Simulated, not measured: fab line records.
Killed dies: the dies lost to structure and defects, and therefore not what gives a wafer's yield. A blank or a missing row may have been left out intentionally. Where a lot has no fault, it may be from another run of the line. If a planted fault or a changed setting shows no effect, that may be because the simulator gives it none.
Matching of chambers || flow nandHarc || rieDiel-01 running NHARC_A_CHANNEL_FILL_D1_ETCHBACK_20: 4 sister chambers
The step etches the open film in C4F8/O2/Ar, target depth 27 nm, time 13.5 s. 8 wafers are shown with their chamber, then 12 later ones without.

WAFERS, EACH WITH ITS CHAMBER
{"wafer": "L090.2", "chamber": 3, "rfVppV (V)": 971, "oesProductAu (a.u.)": 0.94}
{"wafer": "L090.4", "chamber": 2, "rfVppV (V)": 974, "oesProductAu (a.u.)": 0.91}
{"wafer": "L089.3", "chamber": 3, "rfVppV (V)": 971, "oesProductAu (a.u.)": 0.93}
{"wafer": "L089.4", "chamber": 0, "rfVppV (V)": 987, "oesProductAu (a.u.)": 0.93}
{"wafer": "L089.6", "chamber": 0, "rfVppV (V)": 987, "oesProductAu (a.u.)": 0.92}
{"wafer": "L089.1", "chamber": 1, "rfVppV (V)": 980, "oesProductAu (a.u.)": 0.92}
{"wafer": "L089.2", "chamber": 2, "rfVppV (V)": 976, "oesProductAu (a.u.)": 0.90}
{"wafer": "L089.5", "chamber": 1, "rfVppV (V)": 981, "oesProductAu (a.u.)": 0.93}

WAFERS WITH NO CHAMBER GIVEN
{"wafer": "L092.1", "rfVppV (V)": 970, "oesProductAu (a.u.)": 0.95}
{"wafer": "L092.3", "rfVppV (V)": 980, "oesProductAu (a.u.)": 0.93}
{"wafer": "L092.4", "rfVppV (V)": 975, "oesProductAu (a.u.)": 0.90}
{"wafer": "L096.2", "rfVppV (V)": 971, "oesProductAu (a.u.)": 1.01}
{"wafer": "L096.4", "rfVppV (V)": 975, "oesProductAu (a.u.)": 0.99}
{"wafer": "L096.5", "rfVppV (V)": 986, "oesProductAu (a.u.)": 1.01}
{"wafer": "L094.1", "rfVppV (V)": 971, "oesProductAu (a.u.)": 1.00}
{"wafer": "L094.4", "rfVppV (V)": 986, "oesProductAu (a.u.)": 1.01}
{"wafer": "L094.6", "rfVppV (V)": 982, "oesProductAu (a.u.)": 0.98}
{"wafer": "L095.1", "rfVppV (V)": 980, "oesProductAu (a.u.)": 0.99}
{"wafer": "L095.3", "rfVppV (V)": 976, "oesProductAu (a.u.)": 0.99}
{"wafer": "L095.6", "rfVppV (V)": 980, "oesProductAu (a.u.)": 0.99}

THE CHAMBER EACH PASSED THROUGH
{"wafer": "L092.1", "from the rows above": 3, "in truth": 3}
{"wafer": "L092.3", "from the rows above": 1, "in truth": 1}
{"wafer": "L092.4", "from the rows above": 2, "in truth": 2}
{"wafer": "L096.2", "from the rows above": 3, "in truth": 3}
{"wafer": "L096.4", "from the rows above": 3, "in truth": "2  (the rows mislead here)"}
{"wafer": "L096.5", "from the rows above": "can't be placed: 0 or 1", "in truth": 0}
{"wafer": "L094.1", "from the rows above": 3, "in truth": 3}
{"wafer": "L094.4", "from the rows above": "can't be placed: 0 or 1", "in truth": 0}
{"wafer": "L094.6", "from the rows above": 1, "in truth": 1}
{"wafer": "L095.1", "from the rows above": 1, "in truth": 1}
{"wafer": "L095.3", "from the rows above": "can't be placed: 3 or 1", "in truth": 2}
{"wafer": "L095.6", "from the rows above": 1, "in truth": 1}
Correctly placed: 8 of 12. Not placeable from these rows: 3 (in 2, the candidates include the true chamber). Wrongly placed: 1.
How it was worked out, from the rows above alone: a wafer's distance from a chamber is the root of the sum, over the readings, of the square of ((its reading less the chamber's mean) divided by the reading's scatter). If the next closest chamber is less than 2 further off than the closest, the wafer can't be placed; otherwise it belongs to the closest. A chamber's mean is the mean of its shown wafers. The scatter: take each reading less its chamber's mean, square it, sum over the shown wafers, divide by the number of wafers less the number of chambers, and take the root.
